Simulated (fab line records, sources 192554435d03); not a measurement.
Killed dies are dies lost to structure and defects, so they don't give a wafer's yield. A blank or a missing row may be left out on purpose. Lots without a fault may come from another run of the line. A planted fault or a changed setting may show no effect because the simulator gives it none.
Which tool did it? | flow n5_finfet | 10 lots, 28 wafers sampled, at 1 step of a route of 1938

WHAT THE GAUGES READ, wafer by wafer
N5_BEOL_M4_RC_MEAS_101.
lot  | measured     | on        | DIBL_N (mV/V)
L506 | day 9 10:32  | prober-01 | 38.5 39.2
L504 | day 9 13:01  | prober-01 | 33.9 35.4 35.7
L505 | day 9 15:42  | prober-02 | 33.4 30.8 33.7
L510 | day 10 19:05 | prober-01 | 35.2 32.3 35.6
L509 | day 10 20:53 | prober-02 | 37.0 36.6 34.1
L519 | day 13 11:36 | prober-02 | 35.1 35.3 35.8
L520 | day 13 15:56 | prober-02 | 34.0 34.9
L522 | day 13 16:46 | prober-01 | 40.9 38.3 38.9
L526 | day 15 02:20 | prober-02 | 37.0 37.4 35.2
L527 | day 15 05:06 | prober-01 | 36.0 37.5 36.2

WHICH TOOL RAN EACH LOT (tool, then ch and the chambers of the sampled wafers, then the start)
The record holds no process step before these readings.

THE ANSWER, worked out from the rows above alone
Rule: what is usual is taken from the lots themselves. Put in order of their means at a reading, lots are off if they are a third of the lots or fewer, leave a main group of 4 or more, and stand apart from it by a gap of 3 or more times the standard deviation of the main group's means; of several such gaps the widest counts. A main group whose means are all the same, to the digits that the tables above print for the reading, isn't used. A lot without any number at a reading at which 4 lots or more have one is off too. The other lots that the step has rows for count as sound.
No lot is off at any reading shown: from this, nothing can be told.

WHAT THE SIMULATOR HAD PUT IN
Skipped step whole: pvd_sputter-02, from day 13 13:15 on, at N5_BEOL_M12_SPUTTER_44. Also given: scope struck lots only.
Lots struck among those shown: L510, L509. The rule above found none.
